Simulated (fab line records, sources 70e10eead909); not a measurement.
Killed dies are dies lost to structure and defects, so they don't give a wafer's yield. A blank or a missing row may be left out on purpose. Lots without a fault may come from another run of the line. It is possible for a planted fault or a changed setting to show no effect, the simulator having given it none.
Matching of chambers + flow nandHarc + NHARC_A_SLIT_DEP_25 on pecvd-01: 3 sister chambers
The step deposits SiO2, target thk 200 nm. 3 wafers are shown with their chamber, then 7 later ones without.

WAFERS WITH THEIR CHAMBER
| wafer  | chamber | throttleValvePct (%) |
|--------|---------|----------------------|
| L089.6 | 0       | 17.1                 |
| L090.1 | 2       | 16.6                 |
| L090.3 | 1       | 16.3                 |

WAFERS WITHOUT THEIR CHAMBER
| wafer  | throttleValvePct (%) |
|--------|----------------------|
| L090.6 | 16.7                 |
| L092.2 | 16.1                 |
| L092.3 | 16.7                 |
| L092.4 | 17.2                 |
| L095.1 | 16.9                 |
| L095.2 | 16.9                 |
| L095.5 | 17.0                 |

WHICH CHAMBER EACH ONE RAN IN
| wafer  | from the rows above          | in truth |
|--------|------------------------------|----------|
| L090.6 | can't be placed: 2 or 1 or 0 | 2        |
| L092.2 | can't be placed: 1 or 2      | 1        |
| L092.3 | can't be placed: 2 or 1 or 0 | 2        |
| L092.4 | 0                            | 0        |
| L095.1 | can't be placed: 0 or 2      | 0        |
| L095.2 | can't be placed: 0 or 2      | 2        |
| L095.5 | can't be placed: 0 or 2      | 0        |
Correctly placed: 1 of 7. These rows do not allow placing 6 (true chamber among the candidates in 6). 0 placed wrongly.
How it was worked out, from the rows above alone: a wafer's distance from a chamber is the root of the sum, over the readings, of the square of ((its reading less the chamber's mean) divided by the reading's scatter). The wafer belongs to the nearest chamber; if the next one is less than 2 further off, it can't be placed. The mean given for a chamber averages the wafers shown for that chamber. The scatter (one wafer shown for each chamber): square how far every hidden wafer sits from the nearest shown wafer, average those squares and take the square root.
